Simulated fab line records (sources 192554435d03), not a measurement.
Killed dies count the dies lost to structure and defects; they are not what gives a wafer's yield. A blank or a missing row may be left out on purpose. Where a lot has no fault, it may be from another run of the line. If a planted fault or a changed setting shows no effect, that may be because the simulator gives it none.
Struck lot and sound lot, side by side    flow n5-finfet    36 out of 1938 route steps
Sound: these wafers, L817.1, L817.3, L817.5. Struck: wafer L812.1; the same lot's L812.3 was not struck, so it is left out; see the end for the cause.
For every step that has rows: the tool of each side, followed by ch and its chambers, followed by its first start. Under that, the readings that differ: sound wafers    struck wafers    difference of the means    sigmas: that difference in standard deviations of wafers without a fault.
alike: words and numbers the same on both sides, and readings whose means are apart by under 2 such deviations; not compared: readings that were withheld, readings missing a value for some wafer, numbers with overlapping values and no deviation given by the record, and bounds like >300 which may hide the same value.
A row with sigmas, a row that says differs or no value, or rows on one side alone: a step with any of these is where the two part. Non-overlapping numbers with no deviation appear without sigmas and do not part them. A reading missing from all wafers of one side parts the sides only when that side holds two or more wafers.

first, 9 steps without rows for these wafers: N5_WELL_APT_DESCUM_30 (chemistry O2, time 7.9 s); N5_WELL_APT_IMPLANT_31; N5_WELL_APT_IMPLANT_32; N5_WELL_APT_STRIP_33 (strips in SPM, time 900 s); N5_WELL_APT_RTA_34 (time 10 s); N5_WELL_APT_OXIDE_STRIP_42 (strips SiO2 in dHF, time 45 s, target depth 12 nm); N5_WELL_APT_PRECLEAN_36 (cleans in O3/DIW, time 45 s); N5_WELL_APT_PRECLEAN_39 (cleans in dHF, time 60 s); N5_WELL_APT_SRD_37 (time 30 s).
N5_WELL_APT_EPI_41: deposits Si from SiH4/H2, target thk 50 nm, time 297.7 s.
  sound on epi-rpcvd-02 ch 0, day 7 05:13; struck on epi-rpcvd-01 ch 0, day 5 21:56
reading                                  sound              struck  difference  sigmas
model.Si_of_WELL_APT_EPI_41.thk-nm (nm)  50.72 50.01 50.33  36.73   -13.62      
  alike: throttle-valve-pct
then, 24 steps without rows for these wafers: N5_PMOS_HMC_CHANNEL_EPI_HM_DEP_34 (deposits SiO2 from TEOS/O2, target thk 36 nm, time 6.9 s); N5_PMOS_HMC_CHANNEL_EPI_COAT_31 (time 60 s, resist thk 66 nm); N5_PMOS_HMC_CHANNEL_EPI_COAT_03 (resist thk 205 nm); N5_PMOS_HMC_CHANNEL_EPI_EBR_05; N5_PMOS_HMC_CHANNEL_EPI_SOFTBAKE_04 (time 60 s); N5_PMOS_HMC_CHANNEL_EPI_EXPOSE_06 (exposes mask PMOS HMC BLK, target cd 240 nm); N5_PMOS_HMC_CHANNEL_EPI_PEB_07 (peb time 60 s); N5_PMOS_HMC_CHANNEL_EPI_DEVELOP_08 (develop time 30 s); N5_PMOS_HMC_CHANNEL_EPI_DESCUM_14 (chemistry O2, time 7.9 s); N5_PMOS_HMC_CHANNEL_EPI_ETCH_32 (etches BARC in N2/H2, stops on SiO2, target depth 85.8 nm, time 50.3 s); N5_PMOS_HMC_CHANNEL_EPI_HM_OPEN_15 (chemistry CHF3/O2, target SiO2, target depth 40.6 nm, time 20.3 s); N5_PMOS_HMC_CHANNEL_EPI_STRIP_33 (strips in N2/H2); N5_PMOS_HMC_CHANNEL_EPI_STRIP_17 (strips in SPM, time 750 s); N5_PMOS_HMC_CHANNEL_EPI_ETCH_38 (etches SiO2 in CF4, target depth 1.5 nm); N5_PMOS_HMC_CHANNEL_EPI_FIN_RECESS_16 (chemistry HBr/Cl2, target Si, target depth 54 nm, time 18 s); N5_PMOS_HMC_CHANNEL_EPI_PRECLEAN_36 (cleans in O3/DIW, time 45 s); N5_PMOS_HMC_CHANNEL_EPI_PRECLEAN_18 (cleans in DHF, time 30 s); N5_PMOS_HMC_CHANNEL_EPI_SRD_19 (time 30 s); N5_PMOS_HMC_CHANNEL_EPI_EPI_20 (deposits SiGe30, target thk 59 nm); N5_PMOS_HMC_CHANNEL_EPI_HM_STRIP_35 (strips SiO2 in dHF, material SiO2, target depth 39.6 nm, time 216 s); N5_PMOS_HMC_CHANNEL_EPI_SRD_39 (time 30 s); N5_PMOS_HMC_CHANNEL_EPI_CMP_21 (polishes SiGe30, target thk 54 nm); N5_PMOS_HMC_CHANNEL_EPI_PRECLEAN_40 (cleans in DHF, time 30 s); N5_PMOS_HMC_CHANNEL_EPI_PRECLEAN_37 (cleans in O3/DIW, time 45 s).
N5_SD_EPI_N_STRIP_18: strips in SPM, time 750 s.
  sound on wet-bench-04 ch 1,4,5, day 8 16:53; struck on wet-bench-03 ch 6, day 7 11:08
reading                                  sound      struck  difference  sigmas
model.Si_of_WELL_APT_EPI_41.thk-nm (nm)  9.4 8.4 9  5.6     -3.3        
after that, 1 step had no rows for these wafers: N5_PASSIVATION_PROBE_49.

WHERE THEY PART
Nowhere in this record.

WHY: what had been put in by the simulator
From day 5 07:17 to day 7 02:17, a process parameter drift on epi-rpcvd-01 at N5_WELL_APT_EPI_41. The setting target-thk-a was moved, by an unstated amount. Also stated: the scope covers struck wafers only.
